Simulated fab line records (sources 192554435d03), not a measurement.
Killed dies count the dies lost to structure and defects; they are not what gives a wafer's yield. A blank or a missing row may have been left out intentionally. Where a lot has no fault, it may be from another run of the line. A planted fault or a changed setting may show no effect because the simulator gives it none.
What tool caused it? + flow n5_finfet + 24 lots, 72 wafers sampled, at 3 steps of a route of 1938

== WHAT THE GAUGES SHOWED, per wafer ==
N5_BEOL_M2_INSPECT_59: inspects for defects (darkfield).
| lot  | measured     | on                | raw_defect_count |
|------|--------------|-------------------|------------------|
| L075 | day 6 21:37  | defect_inspect-01 | 31 42 35         |
| L074 | day 6 21:40  | defect_inspect-01 | 59 106 79        |
| L076 | day 7 01:58  | defect_inspect-01 | 62 43 73         |
| L077 | day 7 13:05  | defect_inspect-01 | 93 90 53         |
| L078 | day 7 19:20  | defect_inspect-02 | 55 71 52         |
| L079 | day 8 04:36  | defect_inspect-02 | 109 100 67       |
| L080 | day 8 04:54  | defect_inspect-02 | 72 59 78         |
| L081 | day 8 16:32  | defect_inspect-01 | 42 72 77         |
| L083 | day 8 19:16  | defect_inspect-01 | 63 74 79         |
| L082 | day 8 20:59  | defect_inspect-01 | 46 107 67        |
| L084 | day 8 23:24  | defect_inspect-02 | 81 103 151       |
| L085 | day 9 10:44  | defect_inspect-01 | 58 43 72         |
| L086 | day 9 18:19  | defect_inspect-01 | 55 110 73        |
| L087 | day 9 20:52  | defect_inspect-02 | 46 102 70        |
| L090 | day 10 12:28 | defect_inspect-02 | 54 44 68         |
| L088 | day 10 12:46 | defect_inspect-01 | 67 78 74         |
| L091 | day 10 18:51 | defect_inspect-01 | 48 56 56         |
| L089 | day 10 23:12 | defect_inspect-02 | 49 90 69         |
| L092 | day 10 23:49 | defect_inspect-02 | 104 101 100      |
| L093 | day 11 09:41 | defect_inspect-01 | 47 35 47         |
| L094 | day 11 13:51 | defect_inspect-02 | 77 79 55         |
| L095 | day 11 23:29 | defect_inspect-01 | 73 59 74         |
| L096 | day 12 11:55 | defect_inspect-02 | 46 80 36         |
| L097 | day 12 15:07 | defect_inspect-01 | 33 40 49         |

== WHICH TOOL RAN EACH LOT (tool, then ch and the chambers of the sampled wafers, then the start) ==
| lot  | N5_BEOL_M2_SPUTTER_94        | N5_BEOL_M2_PRE_CLEAN_60          |
|------|------------------------------|----------------------------------|
| L075 | pvd_sputter-01, day 6 20:11  | cvd_co-01 ch 1,2, day 6 21:22    |
| L074 | pvd_sputter-02, day 6 20:20  | cvd_co-02 ch 0,1,2, day 6 21:25  |
| L076 | pvd_sputter-03, day 7 00:39  | cvd_co-02 ch 0,1,2, day 7 01:43  |
| L077 | pvd_sputter-03, day 7 11:47  | cvd_co-01 ch 1,2, day 7 12:50    |
| L078 | pvd_sputter-02, day 7 17:53  | cvd_co-02 ch 0,1,2, day 7 19:05  |
| L079 | pvd_sputter-01, day 8 03:19  | cvd_co-02 ch 0,1, day 8 04:21    |
| L080 | pvd_sputter-03, day 8 03:25  | cvd_co-01 ch 0,1,2, day 8 04:38  |
| L081 | pvd_sputter-01, day 8 15:13  | cvd_co-01 ch 0,2, day 8 16:17    |
| L083 | pvd_sputter-01, day 8 17:51  | cvd_co-02 ch 0,1,2, day 8 18:59  |
| L082 | pvd_sputter-01, day 8 19:41  | cvd_co-01 ch 0,2, day 8 20:44    |
| L084 | pvd_sputter-01, day 8 21:39  | cvd_co-01 ch 0,2, day 8 23:08    |
| L085 | pvd_sputter-02, day 9 09:12  | cvd_co-02 ch 0,1,2, day 9 10:29  |
| L086 | pvd_sputter-01, day 9 16:03  | cvd_co-02 ch 0,1,2, day 9 18:04  |
| L087 | pvd_sputter-03, day 9 19:18  | cvd_co-02 ch 0,2, day 9 20:37    |
| L090 | pvd_sputter-03, day 10 11:02 | cvd_co-02 ch 0,1, day 10 12:05   |
| L088 | pvd_sputter-02, day 10 11:25 | cvd_co-01 ch 0,1,2, day 10 12:31 |
| L091 | pvd_sputter-02, day 10 17:34 | cvd_co-02 ch 0,2, day 10 18:37   |
| L089 | pvd_sputter-02, day 10 21:53 | cvd_co-01 ch 0,2, day 10 22:57   |
| L092 | pvd_sputter-03, day 10 22:31 | cvd_co-02 ch 0,1, day 10 23:34   |
| L093 | pvd_sputter-03, day 11 08:23 | cvd_co-01 ch 0,1,2, day 11 09:26 |
| L094 | pvd_sputter-03, day 11 12:33 | cvd_co-01 ch 0,2, day 11 13:36   |
| L095 | pvd_sputter-02, day 11 22:11 | cvd_co-02 ch 0,2, day 11 23:14   |
| L096 | pvd_sputter-01, day 12 10:37 | cvd_co-01 ch 0,1,2, day 12 11:40 |
| L097 | pvd_sputter-01, day 12 13:49 | cvd_co-02 ch 0,1,2, day 12 14:52 |
- N5_BEOL_M2_SPUTTER_94: material Cu, target thk 4.5 nm, time 8.29 s.
- N5_BEOL_M2_PRE_CLEAN_60: time 15 s.

== AS READ BY THE TOOLS THEMSELVES (means over the sampled wafers that have a number; for cases with no such wafer, the mark the record gives instead) ==
N5_BEOL_M2_SPUTTER_94.
| lot  | tool           | chuck_sensor_temp_C (C) | substrate_temp_c (C) | susceptor_temp_C (C) | throttle_valve_pct (%) |
|------|----------------|-------------------------|----------------------|----------------------|------------------------|
| L075 | pvd_sputter-01 | -15.8                   | -19.98               | -20.01               | 29.3                   |
| L074 | pvd_sputter-02 | -15.9                   | -20.11               | -20.02               | 29.4                   |
| L076 | pvd_sputter-03 | -15.8                   | -19.97               | -20.07               | 30.9                   |
| L077 | pvd_sputter-03 | -15.7                   | -20.00               | -19.92               | 30.5                   |
| L078 | pvd_sputter-02 | -15.9                   | -19.97               | -20.00               | 29.4                   |
| L079 | pvd_sputter-01 | -16.3                   | -20.01               | -20.04               | 28.7                   |
| L080 | pvd_sputter-03 | -15.3                   | -20.04               | -19.94               | 29.7                   |
| L081 | pvd_sputter-01 | -16.0                   | -19.88               | -19.87               | 29.5                   |
| L083 | pvd_sputter-01 | -16.0                   | -20.01               | -19.98               | 29.3                   |
| L082 | pvd_sputter-01 | -16.2                   | -20.04               | -19.99               | 29.4                   |
| L084 | pvd_sputter-01 | -16.1                   | -20.01               | -19.98               | 29.1                   |
| L085 | pvd_sputter-02 | -15.7                   | -19.87               | -20.08               | 28.8                   |
| L086 | pvd_sputter-01 | -16.1                   | -20.00               | -20.04               | 28.7                   |
| L087 | pvd_sputter-03 | -15.5                   | -20.10               | -19.93               | 29.8                   |
| L090 | pvd_sputter-03 | -15.7                   | -19.98               | -19.93               | 30.8                   |
| L088 | pvd_sputter-02 | -16.0                   | -19.90               | -20.04               | 29.6                   |
| L091 | pvd_sputter-02 | -16.0                   | -20.08               | -20.09               | 29.5                   |
| L089 | pvd_sputter-02 | -16.0                   | -19.96               | -20.08               | 29.5                   |
| L092 | pvd_sputter-03 | -15.4                   | -19.97               | -20.04               | 29.5                   |
| L093 | pvd_sputter-03 | -15.5                   | -19.98               | -19.87               | 30.2                   |
| L094 | pvd_sputter-03 | -15.6                   | -19.95               | -19.94               | 30.3                   |
| L095 | pvd_sputter-02 | -16.0                   | -19.88               | -19.92               | 29.4                   |
| L096 | pvd_sputter-01 | -16.1                   | -19.93               | -19.99               | 28.8                   |
| L097 | pvd_sputter-01 | -16.2                   | -19.96               | -20.00               | 29.6                   |

N5_BEOL_M2_PRE_CLEAN_60.
| lot  | tool      | heater_power_w (W) |
|------|-----------|--------------------|
| L075 | cvd_co-01 | 63                 |
| L074 | cvd_co-02 | 79                 |
| L076 | cvd_co-02 | 80                 |
| L077 | cvd_co-01 | 71                 |
| L078 | cvd_co-02 | 82                 |
| L079 | cvd_co-02 | 79                 |
| L080 | cvd_co-01 | 66                 |
| L081 | cvd_co-01 | 70                 |
| L083 | cvd_co-02 | 82                 |
| L082 | cvd_co-01 | 75                 |
| L084 | cvd_co-01 | 70                 |
| L085 | cvd_co-02 | 82                 |
| L086 | cvd_co-02 | 81                 |
| L087 | cvd_co-02 | 79                 |
| L090 | cvd_co-02 | 83                 |
| L088 | cvd_co-01 | 67                 |
| L091 | cvd_co-02 | 80                 |
| L089 | cvd_co-01 | 76                 |
| L092 | cvd_co-02 | 84                 |
| L093 | cvd_co-01 | 67                 |
| L094 | cvd_co-01 | 71                 |
| L095 | cvd_co-02 | 78                 |
| L096 | cvd_co-01 | 66                 |
| L097 | cvd_co-02 | 82                 |

== THE ANSWER, worked out from the rows above alone ==
Rule: the lots themselves supply what counts as usual. Put in order of their means at a reading, lots are off if they are a third of the lots or fewer, leave a main group of 4 or more, and stand apart from it by a gap of 3 or more times the standard deviation of the main group's means; of several such gaps the widest counts. Not used: any main group whose means are identical at the precision the tables above print for the reading. A lot without any number at a reading at which 4 lots or more have one is off too. The other lots that the step has rows for count as sound. The gauges are gone through in route order, then the tools' own readings, and for those a lot's mean is taken as printed above. The first step at which some lot is off is used, and at that step the reading that is off furthest; a lot without a number counts as furthest.
None of the lots is off at any reading shown; this tells nothing.

== WHAT WAS PUT IN BY THE SIMULATOR ==
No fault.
